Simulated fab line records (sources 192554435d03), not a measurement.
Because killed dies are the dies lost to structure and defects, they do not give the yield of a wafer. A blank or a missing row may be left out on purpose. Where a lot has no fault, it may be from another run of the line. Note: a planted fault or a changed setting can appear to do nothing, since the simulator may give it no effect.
Chamber matching	flow n5_finfet	N5_BEOL_M3_STRIP_36 on rie_diel-03: 4 sister chambers
The step strips in N2/H2. 16 wafers are shown with their chamber, then 8 later ones without.

EACH WAFER AND ITS CHAMBER
wafer	chamber	drypump_motor_current_A (A)	showerhead_plenum_p_Torr (Torr)	throttle_valve_pct (%)
L074.4	2	6.6	2.63	23.2
L074.5	3	5.5	2.50	24.1
L074.6	0	5.7	2.49	23.9
L076.1	0	5.7	2.49	23.9
L076.3	3	5.4	2.49	24.1
L076.4	2	6.6	2.62	23.2
L080.1	1	4.9	2.69	24.1
L080.5	1	4.9	2.69	24.1
L080.6	2	6.6	2.62	23.2
L083.1	3	5.4	2.49	23.8
L083.2	1	4.9	2.69	24.1
L083.5	1	4.9	2.69	24.2
L086.1	2	6.6	2.62	23.3
L086.3	0	5.6	2.48	23.6
L086.4	1	4.9	2.69	24.2
L087.3	2	6.6	2.61	23.3

SIGNATURES (averages over the wafers above)
reading	chamber 0	chamber 1	chamber 2	chamber 3	scatter within a chamber
drypump_motor_current_A	5.667	4.900	6.600	5.433	0.0333
showerhead_plenum_p_Torr	2.4867	2.6900	2.6200	2.4933	0.00527
throttle_valve_pct	23.800	24.140	23.240	24.000	0.11
Rule: distance of a wafer from a chamber = root of the sum over the readings of ((wafer's reading minus chamber's mean) / reading's scatter) squared. The wafer belongs to the nearest chamber; if the next one is less than 2 further off, it can't be placed. The scatter is the square root of a quotient: the sum, over the shown wafers, of each reading's squared deviation from its chamber's mean, divided by wafers minus chambers.

WAFERS WHOSE CHAMBER IS MISSING
wafer	drypump_motor_current_A (A)	showerhead_plenum_p_Torr (Torr)	throttle_valve_pct (%)
L087.4	4.9	2.69	24.2
L087.6	5.6	2.48	23.6
L089.4	6.6	2.61	23.2
L089.5	5.4	2.49	23.8
L089.6	5.6	2.48	23.6
L093.2	5.5	2.48	23.8
L093.4	5.6	2.48	23.6
L093.6	5.6	2.48	23.6

WHICH CHAMBER EACH WENT THROUGH
wafer	from the rows above	in truth
L087.4	1	1
L087.6	0	0
L089.4	2	2
L089.5	3	3
L089.6	0	0
L093.2	can't be placed: 3 or 0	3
L093.4	0	0
L093.6	0	0
7 of 8 placed correctly. Not placeable from these rows: 1 (in 1, the candidates include the true chamber). Number placed wrongly: 0.
